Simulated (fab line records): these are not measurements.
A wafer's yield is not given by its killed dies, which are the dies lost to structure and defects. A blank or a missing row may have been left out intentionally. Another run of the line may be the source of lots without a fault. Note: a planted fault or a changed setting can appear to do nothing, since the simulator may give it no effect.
fab line records	flow nand_harc
[record] lots = 7	wafers = 21	last_day = 24
route steps=1159 shown A_BLC@975 END@1159
lots untouched by any fault: they come from a run of this same line in which no faults occurred
start_h: the number of hours between the record's first day and the start of the first shown wafer of the lot	wait_h: time in hours since the lot's previous step	" repeats the value in the row above	L1.1+2: a single row standing in for several wafers	- either no value or no given start	* or withheld: withheld	< > ~ a bound
route shown NAME@n: a module of which the file shows steps, and the number in the route of the first	usual: mean/standard deviation taken from wafers without a fault	same: alike in all rows	chamber/n: place in a boat	sites: each site's reading	_std_site: the standard deviation of these	_edge_site: inner sites' mean taken away from outer sites' mean	radius_mm: for every site, how far away it sits from the centre of the wafer	mask NAME#n: copy n	behind: the most recent tool/chamber to have shaped the wafer	hold: what put the lot on hold/how long, in hours/how the hold closed	device: the n, p or np transistor that did not switch	end of line: at the end of the route, the tests of the same wafers	a step given without rows: its recipe and nothing more	killed: not the wafer's yield, but the dies lost to structure and defects at the first sort	map: a wafer's dies, x killed, . not, _ none there
set.NAME: the setting that was run; set.NAME@STEP: the one run at that earlier step	model.NAME: the simulator's own value behind a step, which no gauge read
lots seen at some steps along the route; tables by step, rows by wafer
services: when a tool's chamber went out of use (start_h, in hours from the record's first day, below 0 if earlier), for how many hours, and the reason
[[steps]]
[step NHARC_A_BLC_OVL_MEAS_11]
[usual] overlay_x_nm = 0.0/1	overlay_y_nm = 0.2/0.82
lot.wafer	tool	chamber	start_h	wait_h	overlay_x_nm	overlay_y_nm
L970.1	overlay-01	-	407.49	-	-1.3	-1.5
L970.3	"	-	"	"	-0.9	-1.3
L970.5	"	-	"	"	-1.1	-1.2
L981.1	overlay-01	-	462.40	-	-0.6	1.2
L981.5	"	-	"	"	0.4	0.8
L981.6	"	-	"	"	-0.1	0.4
L983.1	overlay-02	-	477.11	-	-0.2	0.1
L983.3	"	-	"	"	-0.7	0.3
L983.6	"	-	"	"	-0.1	0.1
L984.1	overlay-01	-	483.34	-	-1.6	-0.5
L984.3	"	-	"	"	-1.3	0.1
L984.6	"	-	"	"	-1.3	0.1
L985.2	overlay-01	-	495.06	-	0.5	1.1
L985.3	"	-	"	"	0.0	0.9
L985.6	"	-	"	"	0.3	1.0
L986.2	overlay-02	-	495.57	-	1.0	0.3
L986.4	"	-	"	"	0.6	0.0
L986.6	"	-	"	"	0.8	0.3
L990.4	overlay-01	-	516.84	-	0.4	0.8
L990.5	"	-	"	"	0.7	0.4
L990.6	"	-	"	"	0.0	0.7
[step NHARC_A_BLC_INSPECT_12]
[usual] raw_defect_count = 28/15
lot.wafer	tool	chamber	start_h	wait_h	raw_defect_count
L970.1	defect_inspect-01	-	407.53	0.0	15
L970.3	"	-	"	"	14
L970.5	"	-	"	"	8
L981.1	defect_inspect-01	-	462.43	0.0	15
L981.5	"	-	"	"	14
L981.6	"	-	"	"	9
L983.1	defect_inspect-02	-	477.15	0.0	31
L983.3	"	-	"	"	43
L983.6	"	-	"	"	38
L984.1	defect_inspect-02	-	483.38	0.0	44
L984.3	"	-	"	"	35
L984.6	"	-	"	"	40
L985.2	defect_inspect-02	-	495.09	0.0	29
L985.3	"	-	"	"	26
L985.6	"	-	"	"	24
L986.2	defect_inspect-01	-	495.61	0.0	16
L986.4	"	-	"	"	12
L986.6	"	-	"	"	13
L990.4	defect_inspect-01	-	516.88	0.0	26
L990.5	"	-	"	"	20
L990.6	"	-	"	"	24
[step NHARC_A_BLC_DESCUM_15]
[recipe] time_s = 3	o2_flow_sccm = 200	ar_flow_sccm = 0	bias_power_w = 0	chemistry = O2
[usual] drypump_motor_current_A = 5.7/0.42	mfc_ar_sccm = 0.008/0.012	oes_product_au = 1.000/0.011	rf_vpp_V = 57.9/0.99	showerhead_plenum_p_Torr = 1.92/0.094	throttle_valve_pct = 11.312/0.0089
lot.wafer	tool	chamber	start_h	wait_h	drypump_motor_current_A	mfc_ar_sccm	oes_product_au	rf_hours_counter_h	rf_vpp_V	showerhead_plenum_p_Torr	throttle_valve_pct
L970.1	rie_diel-03	0	407.60	0.1	6.0	0.029	1.029	0	59.4	1.86	11.316
L970.3	"	1	"	"	5.4	0	1.009	0	58.3	2.03	11.302
L970.5	"	0	"	"	6.0	0.029	1.024	-	56.8	1.86	11.320
L981.1	rie_diel-09	3	462.52	0.1	6.0	0	0.996	3	56.7	1.84	11.305
L981.5	"	0	"	"	6.4	0	0.988	-	57.0	1.80	11.318
L981.6	"	1	"	"	4.9	0	0.997	-	57.5	1.99	11.327
L983.1	rie_diel-03	2	477.21	0.1	5.2	0.006	1.015	8	59.4	1.95	11.299
L983.3	"	1	"	"	5.4	0	1.013	10	59.0	2.02	11.306
L983.6	"	2	"	"	5.3	0.006	0.999	-	57.1	1.95	11.312
L984.1	rie_diel-09	2	483.44	0.1	5.4	0	0.982	5	57.6	1.80	11.304
L984.3	"	0	"	"	6.4	0	0.994	5	57.0	1.80	11.318
L984.6	"	3	"	"	6.0	0	0.990	-	58.3	1.84	11.319
L985.3	rie_diel-03	3	495.15	0.1	5.9	0.024	1.017	11	58.1	2.05	11.321
L985.2	"	1	"	"	5.4	0	1.003	12	57.5	2.02	11.308
L985.6	"	0	"	"	6.0	0.029	1.017	-	57.3	1.86	11.302
L986.2	rie_diel-04	2	495.69	0.1	5.4	0	0.994	6	56.7	1.80	11.297
L986.6	"	3	"	"	6.1	0.007	0.978	-	57.0	1.97	11.306
L986.4	"	1	"	"	5.5	0.015	0.982	-	58.6	1.99	11.309
L990.4	rie_diel-03	2	517.01	0.1	5.3	0.006	0.987	14	58.1	1.95	11.314
L990.6	"	3	"	"	6.0	0.024	0.996	-	59.2	2.05	11.309
L990.5	"	0	"	"	6.0	0.029	1.022	-	58.7	1.86	11.310
[step NHARC_A_BLC_ETCH_16]
[recipe] target_depth_a = 390	over_etch_frac = 0.3	time_s = 65	ion_energy_ev = 80	cf4_flow_sccm = 150	ar_flow_sccm = 0	rf_w = 300	bias_w = 100	chemistry = CF4
[usual] drypump_motor_current_A = 5.6/0.42	mfc_ar_sccm = 0.007/0.011	oes_product_au = 0.999/0.011	rf_vpp_V = 151.5/1.3	showerhead_plenum_p_Torr = 1.78/0.081	throttle_valve_pct = 13.284/0.0079
lot.wafer	tool	chamber	start_h	wait_h	drypump_motor_current_A	mfc_ar_sccm	oes_product_au	rf_hours_counter_h	rf_vpp_V	showerhead_plenum_p_Torr	throttle_valve_pct
L970.3	rie_diel-03	2	407.67	0.1	5.3	0.006	1.013	0	152.0	1.80	13.269
L970.1	"	0	"	"	6.0	0.029	1.021	0	150.9	1.72	13.265
L970.5	"	2	"	"	5.3	0.006	1.002	-	151.5	1.80	13.278
L981.1	rie_diel-09	0	462.60	0.1	6.3	0	0.987	3	149.6	1.67	13.283
L981.5	"	1	"	"	4.9	0	0.993	-	151.5	1.84	13.295
L981.6	"	2	"	"	5.4	0	0.985	-	149.3	1.67	13.301
L983.3	rie_diel-03	3	477.30	0.1	5.9	0.024	1.012	8	152.6	1.88	13.283
L983.1	"	1	"	"	5.4	0	1.014	10	153.3	1.86	13.278
L983.6	"	3	"	"	5.9	0.024	1.016	-	152.9	1.88	13.287
L984.3	rie_diel-09	2	483.53	0.1	5.4	0	0.985	5	150.0	1.67	13.291
L984.1	"	0	"	"	6.3	0	0.998	5	149.8	1.67	13.278
L984.6	"	2	"	"	5.4	0	0.995	-	149.9	1.67	13.299
L985.3	rie_diel-03	1	495.25	0.1	5.4	0	1.007	12	152.6	1.86	13.291
L985.2	"	2	"	"	5.3	0.006	1.000	11	152.8	1.80	13.290
L985.6	"	3	"	"	5.9	0.024	1.002	-	152.9	1.88	13.285
L986.2	rie_diel-04	3	495.78	0.1	6.1	0.007	0.987	8	153.0	1.81	13.273
L986.4	"	2	"	"	5.4	0	0.989	-	149.6	1.67	13.282
L986.6	"	1	"	"	5.5	0.015	0.978	-	151.1	1.84	13.275
L990.4	rie_diel-03	1	517.07	0.1	5.4	0	0.985	14	153.5	1.86	13.293
L990.5	"	1	"	"	5.4	0	0.994	-	152.5	1.86	13.287
L990.6	"	2	"	"	5.3	0.006	0.992	-	152.8	1.80	13.281
[step NHARC_A_BLC_ETCH_17]
[recipe] target_depth_a = 3900	over_etch_frac = 0.25	time_s = 609.38	ion_energy_ev = 200	n2_flow_sccm = 150	h2_flow_sccm = 150	ar_flow_sccm = 0	rf_w = 400	bias_w = 150	chemistry = N2/H2
[step NHARC_A_BLC_ETCH_18]
[recipe] target_depth_a = 9100	c4f8_flow_sccm = 20	o2_flow_sccm = 10	ar_flow_sccm = withheld	rf_w = 600	bias_w = 1500	chemistry = C4F8/O2/Ar
[usual] oes_product_au = 0.959/0.02	rf_vpp_V = 979/6.4
lot.wafer	tool	chamber	start_h	wait_h	oes_product_au	rf_hours_counter_h	rf_vpp_V
L970.1	rie_diel-03	0	-	-	0.978	1	976
L970.3	"	3	"	"	0.955	0	987
L970.5	"	0	"	"	0.985	-	975
L981.1	rie_diel-09	1	-	-	0.964	4	984
L981.6	"	2	"	"	0.976	-	970
L981.5	"	3	"	"	0.979	-	973
L983.3	rie_diel-03	3	-	-	0.964	9	986
L983.1	"	0	"	"	0.964	9	976
L983.6	"	3	"	"	0.963	-	988
L984.3	rie_diel-09	0	-	-	0.972	5	972
L984.1	"	3	"	"	0.952	5	973
L984.6	"	1	"	"	0.973	-	984
L985.3	rie_diel-03	0	-	-	0.940	11	975
L985.2	"	3	"	"	0.923	11	988
L985.6	"	0	"	"	0.936	-	976
L986.2	rie_diel-04	2	-	-	0.938	7	970
L986.4	"	2	"	"	0.939	-	970
L986.6	"	3	"	"	0.938	-	982
L990.4	rie_diel-03	3	-	-	0.960	14	987
L990.6	"	0	"	"	0.981	-	975
L990.5	"	1	"	"	0.989	-	985
[step NHARC_A_BLC_CD_MEAS_19]
[usual] cd_nm = 98.9/2.4
lot.wafer	tool	chamber	start_h	wait_h	cd_nm
L970.1	cd_sem-02	-	408.55	-	99.0
L970.3	"	-	"	"	97.0
L970.5	"	-	"	"	99.6
L981.1	cd_sem-03	-	463.45	-	100.5
L981.5	"	-	"	"	99.8
L981.6	"	-	"	"	100.5
L983.1	cd_sem-01	-	478.18	-	99.7
L983.3	"	-	"	"	101.0
L983.6	"	-	"	"	97.6
L984.1	cd_sem-03	-	484.40	-	98.9
L984.3	"	-	"	"	98.5
L984.6	"	-	"	"	97.6
L985.2	cd_sem-01	-	496.12	-	96.5
L985.3	"	-	"	"	98.1
L985.6	"	-	"	"	95.6
L986.2	cd_sem-01	-	497.51	-	106.0
L986.4	"	-	"	"	104.2
L986.6	"	-	"	"	104.3
L990.4	cd_sem-02	-	518.15	-	97.9
L990.5	"	-	"	"	99.6
L990.6	"	-	"	"	99.5
[step NHARC_A_BLC_STRIP_29]
[recipe] cf4_flow_sccm = 150	ar_flow_sccm = 0	bias_w = 0	chemistry = CF4
[usual] drypump_motor_current_A = 5.6/0.45	mfc_ar_sccm = 0.006/0.01	oes_product_au = 1.000/0.0088	rf_vpp_V = 59.4/0.95	showerhead_plenum_p_Torr = 1.76/0.081	throttle_valve_pct = 13.283/0.0092
lot.wafer	tool	chamber	start_h	wait_h	drypump_motor_current_A	mfc_ar_sccm	oes_product_au	rf_hours_counter_h	rf_vpp_V	showerhead_plenum_p_Torr	throttle_valve_pct
L970.1	rie_diel-09	1	408.63	0.1	4.9	0	0.996	14	59.2	1.84	13.287
L970.3	"	3	"	"	5.9	0	1.011	15	60.3	1.71	13.281
L970.5	"	2	"	"	5.4	0	1.017	-	58.4	1.67	13.282
L981.1	rie_diel-03	0	463.56	0.1	6.0	0.029	0.999	8	57.9	1.72	13.272
L981.5	"	1	"	"	5.4	0	1.003	-	61.0	1.86	13.283
L981.6	"	2	"	"	5.3	0.006	0.999	-	60.4	1.80	13.279
L983.3	rie_diel-09	1	478.25	0.1	4.9	0	0.988	5	58.2	1.84	13.281
L983.1	"	3	"	"	6.0	0	0.992	4	58.8	1.71	13.285
L983.6	"	2	"	"	5.4	0	0.994	-	58.5	1.67	13.291
L984.1	rie_diel-09	2	484.48	0.1	5.5	0	0.988	5	59.4	1.67	13.285
L984.3	"	1	"	"	4.9	0	0.997	6	59.9	1.84	13.282
L984.6	"	2	"	"	5.4	0	0.992	-	59.4	1.67	13.281
L985.3	rie_diel-03	2	496.20	0.1	5.3	0.006	1.005	11	58.0	1.80	13.290
L985.2	"	3	"	"	5.9	0.024	1.008	11	59.5	1.88	13.289
L985.6	"	1	"	"	5.4	0	1.013	-	61.0	1.86	13.280
L986.2	rie_diel-03	1	497.58	0.1	5.4	0	1.016	12	59.4	1.86	13.278
L986.4	"	0	"	"	6.0	0.029	1.010	11	60.2	1.72	13.275
L986.6	"	1	"	"	5.4	0	0.999	-	60.8	1.86	13.295
L990.4	rie_diel-09	2	518.25	0.1	5.5	0	0.996	9	57.5	1.67	13.290
L990.5	"	3	"	"	6.0	0	0.992	-	58.5	1.70	13.274
L990.6	"	0	"	"	6.4	0	1.005	-	57.7	1.67	13.270
[step NHARC_A_BLC_STRIP_21]
[recipe] o2_flow_sccm = 500	ar_flow_sccm = 0	bias_w = 0	chemistry = O2
[step NHARC_A_BLC_STRIP_22]
[recipe] time_s = 600	temp_c = 30	chemistry = post_etch_residue_remover
[step NHARC_A_BLC_DEGAS_30]
[recipe] temp_c = 300	time_s = 60
[usual] heater_power_w = 486/53
lot.wafer	tool	chamber	start_h	wait_h	heater_power_w
L970.1	pvd_sputter-03	-	409.16	-	418
L970.3	"	-	"	"	437
L970.5	"	-	"	"	405
L981.1	pvd_sputter-02	-	464.09	-	432
L981.5	"	-	"	"	486
L981.6	"	-	"	"	440
L983.1	pvd_sputter-02	-	478.79	-	487
L983.3	"	-	"	"	447
L983.6	"	-	"	"	436
L984.3	pvd_sputter-02	-	485.05	-	448
L984.1	"	-	"	"	500
L984.6	"	-	"	"	473
L985.2	pvd_sputter-02	-	496.74	-	490
L985.3	"	-	"	"	438
L985.6	"	-	"	"	604
L986.4	pvd_sputter-01	-	498.36	-	504
L986.2	"	-	"	"	454
L986.6	"	-	"	"	517
L990.4	pvd_sputter-03	-	518.75	-	435
L990.6	"	-	"	"	469
L990.5	"	-	"	"	431
[step NHARC_A_BLC_PRE_CLEAN_31]
[recipe] time_s = 15	bias_v = 250	gas = Ar
[step NHARC_A_BLC_PVD_32]
[recipe] target_thk_a = 50	chamber_pressure_pa = 5	power_w = 5000	substrate_temp_c = 200	time_s = 17.7	material = Ti
[usual] cathode_dc_power_W = 4999.8/0.87	chamber_pressure_pa = 4.999/0.0099	throttle_valve_pct = 30.7/1
lot.wafer	tool	chamber	start_h	wait_h	cathode_dc_power_W	chamber_pressure_pa	throttle_valve_pct
L970.3	pvd_sputter-03	-	409.32	-	4999.1	4.993	29.6
L970.1	"	-	"	"	5000.7	4.981	32.0
L970.5	"	-	"	"	4999.3	4.991	29.2
L981.1	pvd_sputter-02	-	464.24	-	-	-	-
L981.5	"	-	"	"	-	-	-
L981.6	"	-	"	"	-	-	-
L983.3	pvd_sputter-02	-	478.92	-	-	-	-
L983.1	"	-	"	"	-	-	-
L983.6	"	-	"	"	-	-	-
L984.3	pvd_sputter-02	-	485.20	-	-	-	-
L984.1	"	-	"	"	-	-	-
L984.6	"	-	"	"	-	-	-
L985.3	pvd_sputter-02	-	496.85	-	4999.2	4.993	31.8
L985.2	"	-	"	"	4999.9	5.006	28.8
L985.6	"	-	"	"	4999.1	5.002	32.0
L986.4	pvd_sputter-01	-	498.51	-	4998.7	4.989	31.8
L986.2	"	-	"	"	5000.6	4.993	31.0
L986.6	"	-	"	"	4999.9	5.008	31.2
L990.4	pvd_sputter-03	-	518.94	-	5001.6	4.982	29.4
L990.5	"	-	"	"	4999.4	4.995	29.1
L990.6	"	-	"	"	4999.4	5.009	32.0
[step NHARC_A_BLC_ALD_23]
[recipe] target_thk_a = 30	pulse_time_s = 1	ald_cycles = 150	temp_c = 450	material = TiN
[step NHARC_END_SORT_01]
[recipe] temp_c = 25
[usual] killed_at_array = 26/10	killed_at_other = 0.8/1.1	killed_at_periphery = 3.3/2.6	killed_dies = 30/11	killed_open = 3.4/1.8	killed_short = 2.0/1.3
[same] gross_dies = 677
lot.wafer	tool	chamber	start_h	wait_h	killed_at_array	killed_at_other	killed_at_periphery	killed_dies	killed_open	killed_short
L981.1	prober-02	0	514.69	2.5	231	0	3	234	4	1
L981.5	prober-02	0	517.85	3.7	249	0	1	250	1	4
L981.6	prober-02	0	518.65	4.0	240	0	5	245	2	2
L983.1	prober-01	0	529.06	2.5	270	1	4	275	5	1
L983.3	prober-01	0	530.68	3.1	260	0	3	263	3	2
L983.6	prober-01	0	533.10	4.0	274	2	5	281	2	1
L984.1	prober-02	0	540.54	2.5	268	0	1	269	2	1
L984.3	prober-02	0	542.16	3.1	273	3	0	276	2	3
L984.6	prober-02	0	544.59	4.0	265	2	1	268	3	0
L985.2	prober-01	0	541.34	2.8	27	2	2	31	3	1
L985.3	prober-01	0	542.13	3.1	12	2	1	15	2	2
L985.6	prober-01	0	544.51	4.0	16	5	7	28	7	2
// killed by level:class
L981.1 A_BLC:area_pvd=216 A_CHANNEL_HOLE_D1:chamber_film_flake=5 A_ZERO_WELL:chamber_film_flake=3 A_STAIRCASE:chamber_film_flake=2 P_STI:geometric_particle:open=1 P_GATE:geometric_particle:open=1 A_ONON_D1:geometric_particle:short=1 A_ONON_D1:geometric_particle:open=1
L981.5 A_BLC:area_pvd=234 A_CHANNEL_HOLE_D1:chamber_film_flake=8 P_STI:geometric_particle:short=1 A_ONON_D1:geometric_particle:short=1 A_SGD_CUT:geometric_particle:short=1 A_WL_FILL:geometric_particle:short=1 A_BLC:geometric_particle:open=1 A_CHANNEL_FILL_D1:chamber_film_flake=1
L981.6 A_BLC:area_pvd=232 A_STAIRCASE:chamber_film_flake=4 P_STI:chamber_film_flake=3 P_CONTACT:geometric_particle:short=1 P_M1:geometric_particle:open=1 A_CHANNEL_FILL_D1:geometric_particle:short=1 A_BLC:geometric_particle:open=1 A_CHANNEL_HOLE_D1:chamber_film_flake=1
L983.1 A_BLC:area_pvd=242 A_SLIT:chamber_film_flake=11 A_CHANNEL_HOLE_D1:chamber_film_flake=6 P_M1:chamber_film_flake=4 A_BONDPAD:chamber_film_flake=3 A_WL_FILL:geometric_particle:open=2 A_CONTACT:geometric_particle:open=2 A_CONTACT:chamber_film_flake=2
L983.3 A_BLC:area_pvd=222 A_SLIT:chamber_film_flake=16 A_CONTACT:chamber_film_flake=9 A_CHANNEL_HOLE_D1:chamber_film_flake=4 P_M1:chamber_film_flake=3 A_CONTACT:geometric_particle:open=2 A_STAIRCASE:chamber_film_flake=2 A_BONDPAD:chamber_film_flake=2
L983.6 A_BLC:area_pvd=240 A_SLIT:chamber_film_flake=17 A_CHANNEL_HOLE_D1:chamber_film_flake=5 A_CONTACT:chamber_film_flake=5 P_M1:chamber_film_flake=4 A_BONDPAD:chamber_film_flake=4 THIN_TSV:chamber_film_flake=2 P_GATE:geometric_particle:short=1
L984.1 A_BLC:area_pvd=224 A_SLIT:chamber_film_flake=18 A_CHANNEL_HOLE_D1:chamber_film_flake=8 A_SGD_CUT:chamber_film_flake=8 A_STAIRCASE:chamber_film_flake=4 A_CONTACT:chamber_film_flake=3 A_ONON_D1:geometric_particle:open=1 A_ONON_D1:geometric_particle:short=1
L985.2 A_CHANNEL_HOLE_D1:chamber_film_flake=16 A_CONTACT:chamber_film_flake=4 A_M1:chamber_film_flake=3 A_CHANNEL_FILL_D1:geometric_particle:open=2 THIN_TSV:chamber_film_flake=2 P_CONTACT:geometric_particle:short=1 A_CONTACT:geometric_particle:open=1 P_STI:chamber_film_flake=1
L985.3 A_CHANNEL_HOLE_D1:chamber_film_flake=6 THIN_TSV:chamber_film_flake=2 A_CHANNEL_FILL_D1:geometric_particle:short=1 A_WL_FILL:geometric_particle:short=1 A_CONTACT:geometric_particle:open=1 A_M0:geometric_particle:open=1 P_STI:chamber_film_flake=1 A_WL_FILL:chamber_film_flake=1
L984.3 A_BLC:area_pvd=236 A_SLIT:chamber_film_flake=18 A_CHANNEL_HOLE_D1:chamber_film_flake=5 A_SGD_CUT:chamber_film_flake=5 A_CONTACT:chamber_film_flake=3 THIN_TSV:chamber_film_flake=3 A_ONON_D1:geometric_particle:short=2 A_CONTACT:geometric_particle:open=2
L985.6 A_CHANNEL_HOLE_D1:chamber_film_flake=5 A_M1:chamber_film_flake=5 THIN_TSV:chamber_film_flake=4 A_CONTACT:chamber_film_flake=2 P_STI:geometric_particle:open=1 P_M0:geometric_particle:open=1 P_M1:geometric_particle:open=1 P_M2:geometric_particle:open=1
L984.6 A_BLC:area_pvd=229 A_SLIT:chamber_film_flake=21 A_SGD_CUT:chamber_film_flake=9 A_CHANNEL_HOLE_D1:chamber_film_flake=3 A_CONTACT:geometric_particle:open=2 THIN_TSV:chamber_film_flake=2 P_CONTACT:geometric_particle:open=1 A_STAIRCASE:chamber_film_flake=1
// map L981.5 (x killed, . not)
____________.____________
_________......._________
_______..........._______
______.........x...______
_____.....x........._____
____........x........____
____x................____
___...x....x.......x..___
___...x.x...x.........___
__.............x..x....__
__........x............__
_..xx..x.x.............._
_....x.x.x..xxxx..x....._
_...xx.xx...x.x........._
_.x..xxxx....x...x......_
_x.x.xx.x..xxxxx.xx....._
.x...xxxx..x.xx.xxx...x..
.xx.xx...xxxxx...........
....xx.xx.xxx.x.x..x.....
.xx..xx.xxx.xxxxx.x..x...
..x..xx..xxx.xx.xx.x.....
_x..x....xxx....x.xx...._
_..xxx..xxxxxxxx..x....._
_....x.x.xxxxxxx.xx....._
_.xxxxxxxxxxx...x..x...._
_..x.xxxxxx..xxxx.x....._
__..x.xxxx..xx.xxxx....__
__xxxx.xxx.xxxx.x....x.__
___.xx.xxxx.xxxx..xx..___
___.xx.x.xx.xxx.xx....___
____..xxx.xxxxx......____
____xxx.x.x.xxxxx..x.____
_____.xxxxx.x.x...xx_____
______.xx.xxx..xx..______
_______.x...xxx.x._______
_________.xx...._________
____________.____________
// map L983.6 (x killed, . not)
____________x____________
_________xxxxxx._________
_______xxxxx.xxxxx_______
______xxxxxx.xx.xx.______
_____xxxxxxxx....xxx_____
____x.xxxx.xx..xxxxxx____
____xxxxx.....xxxxxx.____
___xxxxx..x.x..xx..x.x___
___.xxxxxx...xxxxx.x.x___
__xxxxxx.x....x..x.....__
__xxx...x......xxxxx..x__
_xxx.xxx.......xxxxx..x._
_xxxx..x.......xxx....xx_
_xxxx.x.....xx...x...xxx_
_xxxx..xx.....x........x_
_xx.x........x......x.x._
xxxx.......x....x........
xxx..xx........x......x.x
xxxx...........x.......xx
x.xx..x...............x..
xx..x..x.................
_xxxx.x..x.....x...x...._
_xxxx.x.x..............._
_xx.xxxxx...x..........._
_xx..xx................x_
_.xxxxx...............xx_
__..xx.x..x............__
__xxx.xxx.....x........__
___xxxx.........x..x.x___
___xxx..x....x.....x..___
____x.xx.x..x......x.____
____xxxx.xxx....xx..x____
_____x.xx...x...x.xx_____
______xx.x.x.......______
_______xxxxx.x.xx._______
_________xx.xxxx_________
____________.____________
[[services]]
tool	chamber	start_h	hours	kind
rie_diel-09	-	385.67	0.6	repair
pvd_sputter-02	-	392.00	10.0	pm
rie_diel-03	-	392.30	9.0	pm
rie_diel-03	0	392.30	9.0	vent_cycle
rie_diel-03	1	392.30	9.0	vent_cycle
rie_diel-03	2	392.30	9.0	vent_cycle
rie_diel-03	3	392.30	9.0	vent_cycle
rie_diel-03	0	401.30	-	clean
rie_diel-03	1	401.30	-	clean
rie_diel-03	2	401.30	-	clean
rie_diel-03	3	401.30	-	clean
pvd_sputter-02	-	402.93	7.5	repair
pvd_sputter-03	-	424.48	15.2	repair
rie_diel-03	0	425.80	-	clean
rie_diel-03	1	425.80	-	clean
rie_diel-03	2	425.80	-	clean
rie_diel-03	2	430.71	8.0	repair
rie_diel-09	-	431.10	9.0	pm
pvd_sputter-03	-	458.09	10.0	pm
rie_diel-03	1	465.57	1.6	repair
rie_diel-04	-	467.01	9.0	pm
pvd_sputter-03	-	480.42	8.7	repair
rie_diel-04	0	494.21	23.0	repair
pvd_sputter-01	-	514.00	10.0	pm
[[key]]
[first_sign] step = NHARC_A_BLC_PVD_32	reading = tool_record	direction = missing
[effect] step = NHARC_END_SORT_01	reading = killed_at_array	direction = up	sigmas = 22	usual = 26	struck = 259
[more_kills_born_at] NHARC_A_BLC_PVD_32@pvd_sputter-02 = 2075
met_at NHARC_A_BLC_PVD_32
struck_wafers L981.1,L981.5,L981.6,L983.1,L983.3,L983.6,L984.1,L984.3,L984.6
tester_left_out L981,L983,L984
[fault] kind = skipped_step_whole	tool = pvd_sputter-02	chamber = -	onset_h = 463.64	steps = NHARC_A_BLC_PVD_32	scope = struck_lots_only
// tester_left_out: of these lots the tester's yield and bins aren't shown, on N5 and GAA mostly nor the transistor test; their killed dies are dies lost to structure and defects alone, not to doping, threshold or leakage, so they don't give the yield
